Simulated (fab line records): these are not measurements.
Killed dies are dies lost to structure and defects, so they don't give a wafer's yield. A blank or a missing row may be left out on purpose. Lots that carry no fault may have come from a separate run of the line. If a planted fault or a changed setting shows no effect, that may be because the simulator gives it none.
Comparing a struck lot with a sound one || flow n5_finfet || 36 out of 1938 route steps
Sound: wafers L482.3, L482.5, L482.6. Wafers struck: L476.1, L476.3, L476.6. The cause is given at the end.
Order at every step that has rows: each side's tool, ch and its chambers, its first start. Under that, the readings that differ: sound wafers || struck wafers || difference of the means || sigmas: that difference in standard deviations of wafers without a fault.
alike: readings with means less than 2 such deviations apart, plus words and numbers identical on both sides. not compared: withheld readings, readings lacking a value on some wafer, bounds such as >300 that could conceal the same value, and numbers that have no deviation in the record and whose values overlap.
A row with sigmas, a row that says differs or no value, or rows on one side alone: a step with any of these is where the two part. When numbers do not overlap yet have no deviation, they are printed without sigmas and do not part them. A reading missing from all wafers of one side parts the sides only when that side holds two or more wafers.

first, 9 steps without rows for these wafers: N5_BEOL_M4_ANNEAL_95 (time 240 s); N5_BEOL_M4_SPUTTER_96 (material Cu, target thk 4.5 nm, time 8.29 s); N5_BEOL_M4_ECD_50 (material Cu, target thk 300 nm); N5_BEOL_M4_ANNEAL_51 (time 90 s); N5_BEOL_M4_CMP_52 (polishes, stops on SiOC, t overpolish 6.8 s, target thk 40 nm); N5_BEOL_M4_PRE_CLEAN_60 (time 15 s); N5_BEOL_M4_CO_CAP_55 (material Co, precursor CCTBA/H2, target thk 2 nm, time 102.1 s); N5_BEOL_M4_PRE_CLEAN_56 (time 15 s); N5_BEOL_M4_DEP_57 (deposits SiCN from 3MS/NH3, target thk 8 nm, time 14 s).
N5_BEOL_M4_RC_MEAS_101:
  sound on prober-01 ch 0, day 14 00:46; struck on prober-02 ch 0, day 12 18:27
  alike: DIBL_N, DIBL_P, IOFF_N, IOFF_P, ION_N, ION_P, SS_N, SS_P, VT_N, VT_P
then, 24 steps without rows for these wafers: N5_BEOL_M5_ILD_DEP_00 (deposits SiCOH lowk from DEMS/porogen, target thk 140.64 nm, time 25.9 s); N5_BEOL_M5_CURE_79 (cures SiCOH lowk, time 240 s); N5_BEOL_M5_PECVD_70 (deposits SiO2 from TEOS/O2, target thk 16 nm, time 18 s); N5_BEOL_M5_HM_DEP_02 (deposits TiN, target thk 20 nm); N5_BEOL_M5_COAT_59 (time 60 s, resist thk 60 nm); N5_BEOL_M5_COAT_60 (time 60 s, resist thk 12 nm); N5_BEOL_M5_COAT_71 (time 60 s, resist thk 5 nm); N5_BEOL_M5_COAT_05 (resist thk 30 nm); N5_BEOL_M5_EBR_07; N5_BEOL_M5_SOFTBAKE_06 (time 60 s); N5_BEOL_M5_EXPOSE_08 (exposes mask M5, target cd 28 nm); N5_BEOL_M5_PEB_09 (peb time 60 s); N5_BEOL_M5_DEVELOP_10 (develop time 30 s); N5_BEOL_M5_DESCUM_16 (chemistry O2, time 7 s); N5_BEOL_M5_ETCH_72 (etches underlayer in N2/H2, target depth 6.5 nm, time 5.2 s); N5_BEOL_M5_ETCH_61 (etches SiARC in CF4, target depth 15.6 nm, time 26 s); N5_BEOL_M5_ETCH_62 (etches SOC in N2/H2, target depth 75 nm, overetch 15 nm, time 112.5 s); N5_BEOL_M5_STRIP_63 (strips in N2/H2); N5_BEOL_M5_STRIP_73 (strips in N2/H2); N5_BEOL_M5_STRIP_64 (strips in CF4); N5_BEOL_M5_HM_OPEN_17 (chemistry Cl2/BCl3, target TiN, target depth 20 nm, overetch 6 nm); N5_BEOL_M5_STRIP_19 (strips in O2); N5_BEOL_M5_COAT_65 (time 60 s, resist thk 60 nm); N5_BEOL_M5_COAT_66 (time 60 s, resist thk 12 nm).
-- record jumps: 3 days separate the struck wafers' starts on either side; left off in module BEOL_M5, taken up again in module BEOL_M12, whose first shown step is the route's number 1637 --
N5_BEOL_M12_ETCH_68: etches SOC in N2/H2, time 285 s.
  sound on rie_diel-06 ch 0,1,2, day 17 00:30; struck on rie_diel-06 ch 0,2, day 15 18:47
  no value came back on the struck wafers for any of 7 readings (bias_w (W), chamber_pressure_mTorr (mTorr) and others); on the sound wafers bias_w (W) reads 347.7 350.4 350.1
{"reading": "model.coat_of_BEOL_M12_COAT_22.thk_nm (nm)", "sound": "0 0 0", "struck": "211.8 212.2 211.8", "difference": "+211.9", "sigmas": ""}
{"reading": "model.SiARC_of_BEOL_M12_COAT_66.thk_nm (nm)", "sound": "85.6 85.4 86.8", "struck": "110 109.8 110", "difference": "+24", "sigmas": ""}
  not compared: rf_hours_counter_h
N5_PASSIVATION_PROBE_49:
  record: rows for the struck wafers here (prober-02, day 17 13:18), none for the sound ones

## WHERE THEY PART
First at N5_BEOL_M12_ETCH_68; last, within this record, at N5_PASSIVATION_PROBE_49.

WHY: what the simulator had put in
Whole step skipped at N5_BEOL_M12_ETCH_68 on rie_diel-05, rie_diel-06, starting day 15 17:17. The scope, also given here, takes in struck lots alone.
